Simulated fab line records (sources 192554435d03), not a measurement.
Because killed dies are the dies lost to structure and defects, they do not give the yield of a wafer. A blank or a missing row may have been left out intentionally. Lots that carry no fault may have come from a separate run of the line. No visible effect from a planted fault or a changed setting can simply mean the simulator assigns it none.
fab line records	flow n5Finfet
record: lots: 9	wafers: 24	lastDay: 16
route steps=1938 shown BEOL_M0@715 BEOL_M4@1111 PASSIVATION@1936
lots that met no fault: from a run of the same line without faults
startH: the number of hours between the record's first day and the start of the first shown wafer of the lot	waitH: time in hours since the lot's previous step	" as in the row above	L1.1+2: a single row standing in for several wafers	- no value, or no start was given	* or withheld: withheld	< > ~ a bound
route shown NAME@n: NAME is a module with steps in the file, n the number in the route of the first one	usual: mean/standard deviation taken from wafers without a fault	same: alike in all rows	chamber/n: place in a boat	sites: readings site by site	_std_site: the values' standard deviation	_edge_site: inner sites' mean taken away from outer sites' mean	radiusMm: how far each site lies from the wafer's centre	mask NAME#n: copy n	behind: the last tool/chamber to shape the wafer	hold: the reason the lot was held/the length of the hold in hours/how it ended	device: names the non-switching transistor (n, p or np)	end of line: at the end of the route, the tests of the same wafers	for a step that has no rows: nothing shown but its recipe	killed: not the wafer's yield, but the dies lost to structure and defects at the first sort	map: a wafer's dies, marking killed ones x, the rest . and places with no die _
set.NAME: the run value of the setting; set.NAME@STEP: its run value at that earlier step	model.NAME: the simulator's own value behind a step, which no gauge read
route steps across a sampled set of lots; one table per step, one row per wafer
services: a tool's chamber out of use, with start hour (startH, from the record's first day; less than 0 if before it), hours out, and reason
== steps ==
step: N5_BEOL_M0_ETCH_138
recipe: chemistry: CH3F/O2	targetDepthA: 120	target: SiCN	timeS: 31.6	ionEnergyEv: 120	pressureMtorr: 30	sourceW: 395	biasW: 75	Ar_flow_sccm: 150	CH3F_flow_sccm: 30	O2_flow_sccm: 20	ends: cleared
usual: O2_flow_sccm: 20.01/0.056	drypumpMotorCurrentA: 5.4/0.53	etchRfOnTimeS: 29.4/1.2	mfcArSccm: 150.0/0.46	oesProductAu: 0.67/0.092	rfVppV: 297.4/1.1	showerheadPlenumPTorr: 2.01/0.052	throttleValvePct: 16.40/0.27
lot.wafer	tool	chamber	startH	waitH	O2_flow_sccm	drypumpMotorCurrentA	etchRfOnTimeS	mfcArSccm	oesProductAu	rfHoursCounterH	rfVppV	showerheadPlenumPTorr	throttleValvePct
L413.2	rieDiel-06	0	135.05	0.0	20.03	5.2	27.5	150.7	0.80	17	299.4	2.06	15.98
L413.4	"	2	"	"	19.97	4.7	28.5	149.6	0.58	237	295.6	1.96	16.60
L413.6	"	2	"	"	19.95	4.7	28.8	149.3	0.58	-	296.7	1.96	16.57
L410.1	rieDiel-05	1	141.58	0.0	20.09	5.1	28.2	150.6	0.75	20	298.7	2.04	16.08
L410.3	"	0	"	"	20.04	5.9	28.3	150.4	0.78	31	296.4	1.96	16.36
L410.5	"	1	"	"	20.01	5.1	29.8	151.2	0.76	-	297.2	2.04	16.08
L414.4	rieDiel-03	2	141.79	0.0	19.99	5.8	29.3	150.1	0.80	-	297.8	2.04	16.01
L414.5	"	0	"	"	20.01	6.3	31.1	148.9	0.58	-	296.6	1.99	16.78
L414.6	"	3	"	"	20.00	5.5	31.8	150.3	0.61	-	298.1	2.04	16.50
L416.2	rieDiel-03	3	148.28	0.0	20.06	5.5	30.1	149.7	0.60	230	298.7	2.04	16.50
L416.3	"	2	"	"	20.10	5.8	28.4	150.0	0.79	27	298.2	2.04	16.03
L416.6	"	0	"	"	20.09	6.3	30.6	149.2	0.57	-	296.0	1.99	16.78
L422.2	rieDiel-06	1	193.46	0.0	20.05	5.9	30.5	150.3	0.57	238	296.7	1.98	16.74
L422.4	"	3	"	"	19.99	4.8	30.5	149.9	0.58	216	298.9	2.09	16.74
L422.5	"	3	"	"	20.03	4.8	30.2	150.4	0.58	-	297.2	2.09	16.72
L423.4	rieDiel-06	1	198.79	0.0	19.98	6.0	31.4	149.5	0.57	241	296.5	1.98	16.75
L423.6	"	0	"	"	20.02	5.2	32.1	149.8	0.74	-	297.0	2.05	16.06
L424.4	rieDiel-06	2	200.71	0.0	20.05	4.7	28.5	150.2	0.82	4	296.0	1.95	16.14
L424.5	"	3	"	"	20.05	4.8	29.9	150.0	0.58	-	297.6	2.09	16.75
L424.6	"	2	"	"	19.99	4.7	26.7	149.8	0.82	-	296.8	1.95	16.13
L426.3	rieDiel-03	0	211.86	0.0	20.07	6.3	30.9	149.7	0.81	14	296.3	1.98	16.40
L426.5	"	1	"	"	20.00	5.9	28.8	149.9	0.78	-	296.7	1.94	16.11
L430.2	rieDiel-05	0	231.93	0.0	19.94	5.9	28.3	150.3	0.72	65	295.9	1.95	16.42
L430.3	"	3	"	"	19.92	6.1	29.8	150.7	0.58	219	297.0	1.97	16.54
step: N5_BEOL_M0_STRIP_104
recipe: chemistry: N2/H2	powerW: 450	tempC: 40	pressureMtorr: 20	rfFrequencyHz: 6e+07	overashFraction: 0.3	biasPowerW: 7	h2Frac: 0.5	n2FlowSccm: 200	h2FlowSccm: 200
usual: drypumpMotorCurrentA: 5.5/0.52	oesProductAu: 0.81/0.11	rfVppV: 59.0/1.6	showerheadPlenumPTorr: 2.54/0.069	throttleValvePct: 23.76/0.28
lot.wafer	tool	chamber	startH	waitH	drypumpMotorCurrentA	oesProductAu	rfHoursCounterH	rfVppV	showerheadPlenumPTorr	throttleValvePct
L413.2	rieDiel-05	1	135.34	0.0	5.1	0.87	17	61.3	2.59	23.48
L413.4	"	0	"	"	5.8	0.90	29	59.9	2.46	23.24
L413.6	"	2	"	"	4.9	0.75	-	62.0	2.42	23.66
L410.1	rieDiel-06	3	144.47	0.0	4.8	0.71	194	59.5	2.63	23.72
L410.3	"	0	"	"	5.2	0.91	20	59.0	2.60	23.63
L410.5	"	3	"	"	4.9	0.70	-	56.9	2.63	23.72
L414.4	rieDiel-03	3	147.65	0.0	5.5	0.71	-	58.3	2.64	24.29
L414.5	"	2	"	"	5.8	0.91	-	61.7	2.61	24.20
L414.6	"	0	"	"	6.3	0.68	-	57.6	2.50	23.95
L416.2	rieDiel-03	3	148.66	0.0	5.5	0.71	230	60.5	2.64	24.28
L416.3	"	0	"	"	6.3	0.68	250	54.6	2.50	23.94
L416.6	"	3	"	"	5.5	0.72	-	59.2	2.64	24.29
L422.2	rieDiel-06	1	193.97	0.0	5.9	0.68	239	60.9	2.47	23.71
L422.4	"	0	"	"	5.3	0.87	42	58.9	2.60	23.63
L422.5	"	2	"	"	4.7	0.99	-	56.8	2.48	23.46
L423.4	rieDiel-06	3	199.78	0.0	4.8	0.68	219	61.5	2.62	23.71
L423.6	"	0	"	"	5.3	0.85	-	57.2	2.59	23.64
L424.4	rieDiel-06	2	201.30	0.0	4.7	0.96	4	57.0	2.48	23.46
L424.5	"	2	"	"	4.7	0.98	-	58.1	2.48	23.47
L424.6	"	1	"	"	5.9	0.66	-	58.7	2.47	23.71
L426.3	rieDiel-03	1	214.06	0.0	5.9	0.92	26	57.1	2.47	23.42
L426.5	"	2	"	"	5.8	0.87	-	56.8	2.60	24.25
L430.2	rieDiel-03	0	234.93	0.0	6.2	0.95	21	59.5	2.49	23.83
L430.3	"	3	"	"	5.5	0.93	6	60.8	2.63	23.99
step: N5_BEOL_M0_ALD_136
recipe: material: TaN	targetThkA: *	tempC: 275	aldPrecursorFamily: PDMAT	aldCoReactant: NH3	pressureTorr: 3	carrierFlowSccm: 1500	pulseTimeS: 2	purgeTimeS: 3	coReactantPurgeTimeS: 2	coReactantPulseTimeS: 3	aldCycles: 30	precursorVesselTempC: 75	precursorVesselPressureTorr: 26.25	precursorVesselCarrierSccm: 1000
usual: aldCycles: 30/0	heaterPowerW: 420/43
lot.wafer	tool	chamber	startH	waitH	aldCycles	heaterPowerW
L413.2	aldMetal-04	0	136.65	0.0	30	446
L413.4	"	3	"	"	30	471
L413.6	"	3	"	"	30	472
L410.1	aldMetal-03	3	146.04	0.3	30	430
L410.3	"	2	"	"	30	413
L410.5	"	2	"	"	30	408
L414.4	aldMetal-04	2	149.81	0.0	30	380
L414.5	"	3	"	"	30	459
L414.6	"	0	"	"	30	457
L416.2	aldMetal-02	1	150.09	0.0	30	326
L416.3	"	3	"	"	30	404
L416.6	"	3	"	"	30	415
L422.2	aldMetal-03	0	197.41	0.1	23	459
L422.4	"	1	"	"	23	359
L422.5	"	3	"	"	30	438
L423.4	aldMetal-03	0	201.88	0.0	23	470
L423.6	"	2	"	"	30	413
L424.4	aldMetal-02	0	202.01	0.0	30	476
L424.5	"	2	"	"	30	420
L424.6	"	3	"	"	30	403
L426.3	aldMetal-02	2	215.13	0.1	30	447
L426.5	"	0	"	"	30	467
L430.2	aldMetal-04	2	237.44	0.1	30	382
L430.3	"	3	"	"	30	478
step: N5_BEOL_M0_ANNEAL_133
recipe: tempC: 400	timeS: 60	ambient: vacuum
usual: heaterPowerW: 817/79
lot.wafer	tool	chamber	startH	waitH	heaterPowerW
L413.2	pvdSputter-03	-	137.37	0.0	918
L413.4	"	-	"	"	841
L413.6	"	-	"	"	816
L410.1	pvdSputter-02	-	147.45	0.0	897
L410.3	"	-	"	"	807
L410.5	"	-	"	"	857
L414.4	pvdSputter-03	-	150.41	0.0	900
L414.5	"	-	"	"	840
L414.6	"	-	"	"	808
L416.2	pvdSputter-01	-	150.82	0.0	882
L416.3	"	-	"	"	840
L416.6	"	-	"	"	860
L422.2	pvdSputter-01	-	198.31	0.0	885
L422.4	"	-	"	"	854
L422.5	"	-	"	"	868
L423.4	pvdSputter-01	-	202.47	0.0	873
L423.6	"	-	"	"	875
L424.4	pvdSputter-02	-	202.60	0.0	888
L424.5	"	-	"	"	757
L424.6	"	-	"	"	861
L426.3	pvdSputter-03	-	217.61	0.0	884
L426.5	"	-	"	"	889
L430.2	pvdSputter-01	-	238.03	0.0	892
L430.3	"	-	"	"	838
step: N5_BEOL_M0_CMP_120
recipe: stopOn: SiOC	tOverpolishS: 6.9	downForcePsi: 1	platenRpm: 50	clearingPlatenDownForcePsi: 1.5	clearingPlatenRpm: 50	postCmpClean: cuAlkaline	clearingPlatenPadVelocityMS: 0.99484	padVelocityMS: 0.99484
usual: barrierFieldEndpointS: 3.66/0.17	motorCurrentA: 6.2/0.52	retainingRingPressureFrac: 1.000/0.0049
lot.wafer	tool	chamber	startH	waitH	barrierFieldEndpointS	motorCurrentA	retainingRingPressureFrac
L413.4	cmp-01	3	138.02	0.1	3.85	6.2	1.005
L413.2	"	1	"	"	3.93	5.9	1.007
L413.6	"	0	"	"	3.68	6.8	1.000
L410.1	cmp-01	1	148.14	0.3	3.87	5.9	1.002
L410.3	"	3	"	"	3.82	5.9	1.006
L410.5	"	0	"	"	3.57	6.6	1.005
L414.4	cmp-01	1	151.19	0.2	3.95	6.0	1.005
L414.6	"	2	"	"	3.68	6.6	0.998
L414.5	"	3	"	"	3.96	6.1	0.999
L416.3	cmp-02	0	151.48	0.2	3.44	6.4	0.999
L416.2	"	2	"	"	3.36	5.5	0.996
L416.6	"	1	"	"	3.31	6.7	0.998
L422.2	cmp-03	1	199.06	0.3	3.11	5.7	0.995
L422.4	"	2	"	"	3.33	6.3	1.000
L422.5	"	0	"	"	3.45	7.1	1.003
L423.4	cmp-01	2	203.24	0.2	2.95	6.5	0.995
L423.6	"	3	"	"	3.75	6.2	1.006
L424.4	cmp-03	3	203.55	0.1	3.55	5.4	0.996
L424.6	"	3	"	"	3.59	5.5	0.998
L424.5	"	0	"	"	3.44	7.3	0.999
L426.3	cmp-01	0	218.35	0.3	3.27	6.3	0.996
L426.5	"	2	"	"	3.45	6.8	0.999
L430.3	cmp-03	3	238.68	0.2	3.72	5.6	1.001
L430.2	"	0	"	"	3.49	7.3	0.999
step: N5_BEOL_M4_RC_MEAS_101
usual: DIBL_N: 36.9/2.1	DIBL_P: 37.1/2.5	IOFF_N: 0.17/0.039	IOFF_P: 0.23/0.043	ION_N: 673/15	ION_P: 462/9.1	SS_N: 71.8/0.69	SS_P: 73.6/0.74	VT_N: 250/3.6	VT_P: -249.7/2.9
lot.wafer	tool	chamber	startH	waitH	DIBL_N[mV/V]	DIBL_P[mV/V]	IOFF_N[nA/um]	IOFF_P[nA/um]	ION_N[uA/um]	ION_P[uA/um]	SS_N[mV/dec]	SS_P[mV/dec]	VT_N[mV]	VT_P[mV]
L413.2	prober-01	0	180.79	0.2	33.5	33.0	0.12	0.17	677	465	70.8	72.1	254	-252.8
L413.4	"	0	"	"	35.6	35.0	0.15	0.19	665	453	71.1	72.9	249	-252.3
L413.6	"	0	"	"	35.8	35.6	0.14	0.19	667	452	70.7	73.2	251	-250.6
L410.1	prober-01	0	185.58	0.0	37.9	37.0	0.18	0.19	674	447	71.8	73.2	248	-249.9
L410.3	"	0	"	"	39.5	40.3	0.22	0.23	687	456	71.9	74.3	247	-250.1
L410.5	"	0	"	"	37.5	36.5	0.16	0.17	664	444	72.2	73.8	253	-252.8
L414.4	prober-02	0	197.94	0.5	35.4	35.1	0.14	0.20	662	456	71.9	74.4	255	-251.6
L414.5	"	0	"	"	34.6	34.5	0.14	0.19	659	451	72.0	73.8	254	-250.6
L414.6	"	0	"	"	37.6	37.6	0.18	0.22	683	469	72.3	74.3	251	-250.2
L416.2	prober-01	0	198.34	0.2	35.2	34.9	0.13	0.19	657	453	71.6	72.6	254	-252.9
L416.3	"	0	"	"	38.6	38.4	0.20	0.26	673	462	71.9	73.9	250	-246.8
L416.6	"	0	"	"	39.4	39.8	0.21	0.27	680	467	71.9	73.5	245	-245.6
L422.2	prober-02	0	242.45	0.2	36.2	36.8	0.17	0.22	659	451	72.7	72.9	252	-249.3
L422.4	"	0	"	"	37.6	40.2	0.22	0.29	682	468	72.4	73.5	249	-247.1
L422.5	"	0	"	"	35.9	36.7	0.16	0.21	663	455	72.2	73.3	254	-252.4
L423.4	prober-01	0	251.32	0.5	36.7	35.0	0.14	0.18	677	461	71.5	72.9	252	-251.7
L423.6	"	0	"	"	37.2	37.6	0.15	0.23	675	472	71.5	73.6	254	-250.4
L424.4	prober-01	0	257.96	0.5	38.0	37.7	0.16	0.23	663	456	71.7	73.1	253	-248.8
L424.5	"	0	"	"	36.4	35.8	0.13	0.19	664	461	70.7	73.1	257	-252.7
L424.6	"	0	"	"	38.3	39.0	0.18	0.26	683	469	71.3	74.0	250	-245.5
L426.3	prober-01	0	272.69	0.3	38.7	39.0	0.19	0.24	689	465	72.4	72.8	246	-249.5
L426.5	"	0	"	"	40.3	41.2	0.20	0.27	695	474	72.6	73.8	246	-246.3
L430.2	prober-02	0	284.01	0.2	35.4	36.7	0.15	0.21	682	469	71.2	73.3	250	-251.0
L430.3	"	0	"	"	37.2	37.4	0.17	0.22	679	463	71.5	74.3	250	-249.4
step: N5_PASSIVATION_PROBE_49
usual: defectLimitedYield: 91.3/1.4	killed_at_M0_to_M3: 32/9.5	killed_at_M4_up: 14/5.2	killedAtContacts: 13/5.7	killedAtFrontEnd: 41/12	killedAtOther: 3.5/2.6	killedDies: 103/17	killedOpen: 68/14	killedShort: 32/7	sort_bin_5_function: 5.0/0.91	sort_bin_6_memory: 3.3/0.7	sort_bin_8_speed: 0.03/0.22	sortNPass: 1076/17	sortYieldPct: 91.2/1.4
same: grossDies: 1180	killedAtBackSide: 0	sort_bin_4_leakage[%]: 0
lot.wafer	tool	chamber	startH	waitH	defectLimitedYield[%]	killed_at_M0_to_M3	killed_at_M4_up	killedAtContacts	killedAtFrontEnd	killedAtOther	killedDies	killedOpen	killedShort	sort_bin_5_function[%]	sort_bin_6_memory[%]	sort_bin_8_speed[%]	sortNPass	sortYieldPct[%]
L413.2	prober-02	-	279.29	0.1	89.4	44	11	7	62	1	125	69	46	6.4	3.1	0	1055	89.4
L413.4	prober-02	-	279.39	0.2	91.3	40	9	10	43	1	103	47	53	5.9	2.3	0	1077	91.3
L413.6	prober-02	-	279.49	0.3	92.1	32	10	8	42	1	93	60	28	4.1	3.6	0	1087	92.1
L410.1	prober-02	-	289.71	0.0	91.3	28	23	18	27	7	103	75	28	5.2	3.2	0	1077	91.3
L410.3	prober-02	-	289.81	0.1	91.0	22	17	23	42	2	106	72	32	4.7	3.6	0	1074	91.0
L410.5	prober-02	-	289.91	0.2	90.6	24	18	23	43	3	111	82	28	4.8	4.3	0	1069	90.6
L414.4	prober-01	-	301.48	0.2	91.9	33	13	11	35	3	95	65	20	4.1	3.1	0	1085	91.9
L414.5	prober-01	-	301.53	0.2	91.6	37	20	14	27	1	99	67	29	5.2	2.9	0	1081	91.6
L414.6	prober-01	-	301.58	0.3	93.2	32	6	18	21	3	80	49	27	3.6	2.9	0	1100	93.2
L416.2	prober-02	-	303.08	0.1	93.0	29	9	11	33	1	83	53	30	4.1	2.8	0	1097	93.0
L416.3	prober-02	-	303.13	0.2	92.8	27	8	6	41	3	85	52	31	4.2	2.5	0.08	1095	92.8
L416.6	prober-02	-	303.28	0.3	91.8	35	10	2	48	2	97	59	31	4.1	3.2	0	1083	91.8
L422.2	prober-01	-	341.73	0.1	87.5	46	13	12	76	1	148	81	55	7.0	4.4	0	1032	87.5
L422.4	prober-01	-	341.83	0.2	87.7	58	26	11	48	2	145	103	41	7.5	4.3	0	1035	87.7
L422.5	prober-01	-	341.88	0.2	90.0	41	9	14	53	1	118	87	30	6.0	3.5	0	1062	90.0
L423.4	prober-01	-	355.66	0.2	90.3	43	13	9	47	2	114	70	42	6.0	3.5	0	1066	90.3
L423.6	prober-01	-	355.76	0.3	92.9	23	7	12	40	2	84	52	29	4.2	2.5	0	1096	92.9
L424.4	prober-02	-	359.39	0.2	89.2	40	13	21	48	6	128	78	41	5.3	4.5	0	1052	89.2
L424.5	prober-02	-	359.44	0.2	88.1	40	11	21	62	7	141	84	54	6.2	5.0	0	1039	88.1
L424.6	prober-02	-	359.49	0.3	91.6	18	22	8	47	4	99	60	32	4.9	2.5	0	1081	91.6
L426.3	prober-02	-	372.41	0.2	93.1	30	11	8	32	0	81	54	26	4.3	2.5	0	1099	93.1
L426.5	prober-02	-	372.51	0.3	90.3	33	10	6	66	0	115	78	37	6.1	3.6	0	1065	90.3
L430.2	prober-01	-	378.13	0.1	91.7	25	11	4	56	2	98	69	28	5.3	2.5	0	1082	91.7
L430.3	prober-01	-	378.18	0.1	89.5	44	17	9	53	1	124	84	39	5.3	4.8	0	1056	89.5
killed by level:class
L413.2 FIN_SAQP:geometricParticle:open=16 BEOL_M0_SAQP:geometricParticle:open=16 BEOL_M0_SAQP:geometricParticle:short=13 FIN_SAQP:geometricParticle:short=12 HKMG_FIN:areaEtch=9 BEOL_M3:geometricParticle:open=7 STARTING-WAFER:geometricParticle:open=6 STI_FIN_REVEAL:geometricParticle:open=5
L413.4 BEOL_M0_SAQP:geometricParticle:open=16 BEOL_M0_SAQP:geometricParticle:short=16 GATE_CUT:geometricParticle:short=12 MOL_CONTACT_COAG:geometricParticle:open=7 FIN_SAQP:geometricParticle:open=6 BEOL_M1:geometricParticle:short=6 GATE_CUT:geometricParticle:open=5 STARTING-WAFER:geometricParticle:short=4
L413.6 BEOL_M0_SAQP:geometricParticle:short=12 BEOL_M3:geometricParticle:open=9 FIN_SAQP:geometricParticle:short=7 FIN_SAQP:geometricParticle:open=7 MOL_CONTACT_COAG:geometricParticle:open=6 DUMMY_GATE:geometricParticle:open=5 BEOL_M0_SAQP:geometricParticle:open=5 BEOL_M4:geometricParticle:open=4
L410.1 MOL_CONTACT_COAG:geometricParticle:open=16 BEOL_M0_SAQP:geometricParticle:short=7 BEOL_M4:geometricParticle:open=7 STI_FIN_REVEAL:geometricParticle:open=6 BEOL_M0:geometricParticle:open=5 BEOL_M2:geometricParticle:open=5 BEOL_M5:geometricParticle:open=5 MIM_TOP_ETCH:geometricParticle:open=5
L410.3 MOL_CONTACT_COAG:geometricParticle:open=21 FIN_SAQP:geometricParticle:short=9 STI_FIN_REVEAL:geometricParticle:open=7 DUMMY_GATE:geometricParticle:open=5 GATE_CUT:geometricParticle:short=5 BEOL_M2:geometricParticle:open=5 BEOL_M3:geometricParticle:open=5 BEOL_M4:geometricParticle:open=5
L410.5 MOL_CONTACT_COAG:geometricParticle:open=18 STI_FIN_REVEAL:geometricParticle:open=11 BEOL_M3:geometricParticle:open=10 FIN_SAQP:geometricParticle:open=9 BEOL_M4:geometricParticle:open=8 FIN_SAQP:geometricParticle:short=6 MOL_CONTACT_COAG:geometricParticle:short=5 BEOL_M1:geometricParticle:open=4
L414.4 STI_FIN_REVEAL:geometricParticle:open=12 MOL_CONTACT_COAG:geometricParticle:open=11 BEOL_M0_SAQP:geometricParticle:open=9 BEOL_M0_SAQP:geometricParticle:short=6 BEOL_M2:geometricParticle:open=6 GATE_CUT:geometricParticle:open=5 BEOL_M1:geometricParticle:open=5 BEOL_M4:geometricParticle:open=5
L414.5 BEOL_M4:geometricParticle:open=14 MOL_CONTACT_COAG:geometricParticle:open=10 STI_FIN_REVEAL:geometricParticle:open=9 BEOL_M2:geometricParticle:open=9 BEOL_M0_SAQP:geometricParticle:short=6 GATE_CUT:geometricParticle:short=5 DUMMY_GATE:geometricParticle:open=5 BEOL_M0_SAQP:geometricParticle:open=5
L414.6 MOL_CONTACT_COAG:geometricParticle:open=14 BEOL_M2:geometricParticle:open=7 STI_FIN_REVEAL:geometricParticle:open=6 BEOL_M0_SAQP:geometricParticle:short=6 MOL_CONTACT_COAG:geometricParticle:short=4 GATE_CUT:geometricParticle:short=4 BEOL_M3:geometricParticle:open=4 BEOL_M1:geometricParticle:open=4
L416.2 FIN_SAQP:geometricParticle:short=15 BEOL_M3:geometricParticle:open=8 MOL_CONTACT_COAG:geometricParticle:open=6 STI_FIN_REVEAL:geometricParticle:open=5 MOL_CONTACT_COAG:geometricParticle:short=5 BEOL_M0_SAQP:geometricParticle:open=5 BEOL_M1:geometricParticle:open=5 BEOL_M5:geometricParticle:open=5
L416.3 FIN_SAQP:geometricParticle:open=10 FIN_SAQP:geometricParticle:short=7 BEOL_M1:geometricParticle:open=7 STI_FIN_REVEAL:geometricParticle:open=6 MOL_CONTACT_COAG:geometricParticle:open=4 BEOL_M0_SAQP:geometricParticle:short=4 BEOL_M3:geometricParticle:open=4 DUMMY_GATE:geometricParticle:open=3
L416.6 STI_FIN_REVEAL:geometricParticle:open=12 FIN_SAQP:geometricParticle:short=9 BEOL_M0_SAQP:geometricParticle:open=7 BEOL_M2:geometricParticle:open=7 HKMG_FIN:areaEtch=6 FIN_SAQP:geometricParticle:open=4 BEOL_M0_SAQP:geometricParticle:short=4 BEOL_M0:geometricParticle:open=4
L422.2 FIN_SAQP:geometricParticle:open=24 BEOL_M1:geometricParticle:open=16 HKMG_FIN:areaEtch=12 FIN_SAQP:geometricParticle:short=10 STI_FIN_REVEAL:geometricParticle:open=8 BEOL_M1:geometricParticle:short=8 MOL_CONTACT_COAG:geometricParticle:open=7 GATE_CUT:geometricParticle:short=7
L422.4 BEOL_M1:geometricParticle:open=14 FIN_SAQP:geometricParticle:open=13 MOL_CONTACT_COAG:geometricParticle:open=11 BEOL_M0_SAQP:geometricParticle:open=10 BEOL_M3:geometricParticle:open=10 GATE_CUT:geometricParticle:short=9 BEOL_M0:geometricParticle:open=7 BEOL_M5:geometricParticle:open=6
L422.5 BEOL_M1:geometricParticle:open=20 FIN_SAQP:geometricParticle:open=12 MOL_CONTACT_COAG:geometricParticle:open=12 STI_FIN_REVEAL:geometricParticle:open=11 GATE_CUT:geometricParticle:short=11 GATE_CUT:geometricParticle:open=11 BEOL_M0:geometricParticle:open=6 BEOL_M1:geometricParticle:short=4
L423.4 FIN_SAQP:geometricParticle:open=12 BEOL_M1:geometricParticle:open=11 BEOL_M2:geometricParticle:open=10 FIN_SAQP:geometricParticle:short=8 BEOL_M3:geometricParticle:open=6 ILD0:geometricParticle:short=5 MOL_CONTACT_COAG:geometricParticle:open=5 BEOL_M0_SAQP:geometricParticle:short=5
L423.6 FIN_SAQP:geometricParticle:short=14 FIN_SAQP:geometricParticle:open=11 MOL_CONTACT_COAG:geometricParticle:open=9 DUMMY_GATE:geometricParticle:open=5 BEOL_M2:geometricParticle:open=5 BEOL_M1:geometricParticle:open=4 GATE_CUT:geometricParticle:short=3 MOL_CONTACT_COAG:geometricParticle:short=3
L424.4 MOL_CONTACT_COAG:geometricParticle:open=20 BEOL_M0_SAQP:geometricParticle:short=17 FIN_SAQP:geometricParticle:open=9 HKMG_FIN:areaEtch=9 GATE_CUT:geometricParticle:open=8 BEOL_M0_SAQP:geometricParticle:open=7 BEOL_M0:geometricParticle:open=7 BEOL_M4:geometricParticle:open=7
L424.5 MOL_CONTACT_COAG:geometricParticle:open=14 FIN_SAQP:geometricParticle:open=13 FIN_SAQP:geometricParticle:short=12 BEOL_M0_SAQP:geometricParticle:short=10 BEOL_M0_SAQP:geometricParticle:open=10 GATE_CUT:geometricParticle:short=8 BEOL_M2:geometricParticle:open=8 MOL_CONTACT_COAG:geometricParticle:short=7
L424.6 BEOL_M4:geometricParticle:open=16 FIN_SAQP:geometricParticle:open=13 HKMG_FIN:areaEtch=7 GATE_CUT:geometricParticle:short=6 BEOL_M0_SAQP:geometricParticle:short=6 STI_FIN_REVEAL:geometricParticle:open=5 FIN_SAQP:geometricParticle:short=4 ILD0:geometricParticle:open=4
L426.3 STI_FIN_REVEAL:geometricParticle:open=9 BEOL_M1:geometricParticle:open=8 FIN_SAQP:geometricParticle:short=5 MOL_CONTACT_COAG:geometricParticle:open=5 BEOL_M3:geometricParticle:open=5 STARTING-WAFER:geometricParticle:open=5 BEOL_M3:geometricParticle:short=4 BEOL_M0_SAQP:geometricParticle:open=4
L426.5 STI_FIN_REVEAL:geometricParticle:open=32 BEOL_M0_SAQP:geometricParticle:open=10 BEOL_M0_SAQP:geometricParticle:short=7 STI_FIN_REVEAL:geometricParticle:short=5 GATE_CUT:geometricParticle:short=5 BEOL_M0:geometricParticle:open=5 MOL_CONTACT_COAG:geometricParticle:short=4 BEOL_M2:geometricParticle:open=4
L430.2 STI_FIN_REVEAL:geometricParticle:open=20 BEOL_M3:geometricParticle:open=10 FIN_SAQP:geometricParticle:short=9 BEOL_M4:geometricParticle:open=8 FIN_SAQP:geometricParticle:open=7 BEOL_M1:geometricParticle:open=5 GATE_CUT:geometricParticle:short=4 STARTING-WAFER:geometricParticle:open=4
L430.3 BEOL_M3:geometricParticle:open=24 STI_FIN_REVEAL:geometricParticle:open=16 FIN_SAQP:geometricParticle:short=10 BEOL_M4:geometricParticle:open=8 MOL_CONTACT_COAG:geometricParticle:open=7 BEOL_M1:geometricParticle:open=7 FIN_SAQP:geometricParticle:open=6 BEOL_M3:geometricParticle:short=5
== services ==
tool	chamber	startH	hours	kind
aldMetal-02	-	113.07	0.6	repair
cmp-03	-	113.53	4.0	pm
rieDiel-06	-	119.48	4.4	repair
rieDiel-06	0	124.63	1.7	repair
aldMetal-02	-	134.71	0.4	repair
cmp-03	-	139.67	0.7	repair
cmp-03	-	143.34	0.6	repair
cmp-01	-	153.97	4.1	pm
cmp-02	-	154.51	1.9	repair
rieDiel-03	-	158.24	0.4	repair
rieDiel-06	2	168.19	-	clean
rieDiel-06	2	168.19	-	consumableReplace:focusRing
rieDiel-06	2	168.19	20.0	scheduledDown
rieDiel-03	3	168.79	4.2	repair
aldMetal-03	3	169.81	26.9	repair
cmp-03	-	181.47	0.4	repair
cmp-03	-	186.22	2.4	repair
cmp-03	-	188.99	0.4	repair
rieDiel-03	0	218.61	7.7	repair
cmp-02	-	220.16	0.4	repair
cmp-03	-	220.80	0.6	repair
rieDiel-06	-	223.44	14.6	pm
rieDiel-05	-	229.22	0.1	repair
cmp-02	-	235.04	8.3	pm
== key ==
firstSign: step: N5_BEOL_M0_ALD_136	reading: aldCycles	direction: down	sigmas: 99+	usual: *	struck: *
effect: step: N5_BEOL_M0_CMP_120	reading: barrierFieldEndpointS	direction: down	sigmas: 3	usual: 3.66	struck: 3.13
metAt N5_BEOL_M0_ALD_136
struckLots L422,L423
struckWafers L422.2,L422.4,L423.4
baselineLoss: step: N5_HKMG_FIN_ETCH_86	wafers: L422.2
notActingAt N5_BEOL_M0_ETCH_138,N5_BEOL_M0_STRIP_104,N5_BEOL_M0_ANNEAL_133
onsetBetween 146.04 197.41
fault: kind: processParameterDrift	tool: aldMetal-03	chamber: -	onsetH: 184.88	steps: N5_BEOL_M0_ALD_136	channel: aldCycles	offset: *	shape: step	endH: 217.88	scope: struckWafersOnly	actsIn: *	stated: *
baselineLoss: these wafers lose ten dies or more at that step, a loss of the line's own and not of a fault; the sort's usual values leave them out
